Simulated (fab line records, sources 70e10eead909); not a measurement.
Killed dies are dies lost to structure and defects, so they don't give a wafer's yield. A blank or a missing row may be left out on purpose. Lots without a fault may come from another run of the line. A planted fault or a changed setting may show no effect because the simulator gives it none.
Chamber matching | flow nand_harc | NHARC_A_STAIRCASE_CMP_152 on cmp-03: 4 sister chambers
The step polishes. 4 wafers are shown with their chamber, then 7 later ones without.

WAFERS WITH THEIR CHAMBER
wafer  | chamber | motor_current_A (A)
L082.4 | 0       | 11.6
L084.1 | 3       | 12.4
L086.1 | 2       | 10.9
L086.5 | 1       | 12.7

WAFERS WITHOUT THEIR CHAMBER
wafer  | motor_current_A (A)
L086.6 | 11.1
L094.1 | 12.5
L094.2 | 12.9
L094.3 | 10.9
L096.2 | 12.9
L096.3 | 13.0
L096.6 | 13.0

WHICH CHAMBER EACH WENT THROUGH
wafer  | from the rows above     | in truth
L086.6 | can't be placed: 2 or 0 | 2
L094.1 | can't be placed: 3 or 1 | 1
L094.2 | can't be placed: 1 or 3 | 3
L094.3 | 2                       | 2
L096.2 | can't be placed: 1 or 3 | 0
L096.3 | can't be placed: 1 or 3 | 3
L096.6 | can't be placed: 1 or 3 | 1
Placed correctly: 1 of 7. Can't be placed from these rows: 6 (the true chamber is among the candidates in 5). Placed wrongly: 0.
How it was worked out, from the rows above alone: a wafer's distance from a chamber is the root of the sum, over the readings, of the square of ((its reading less the chamber's mean) divided by the reading's scatter). The wafer belongs to the nearest chamber; if the next one is less than 2 further off, it can't be placed. A chamber's mean is the mean of its shown wafers. The scatter: with one shown wafer a chamber, the root of the mean of the squares of how far each hidden wafer lies from its nearest shown one.
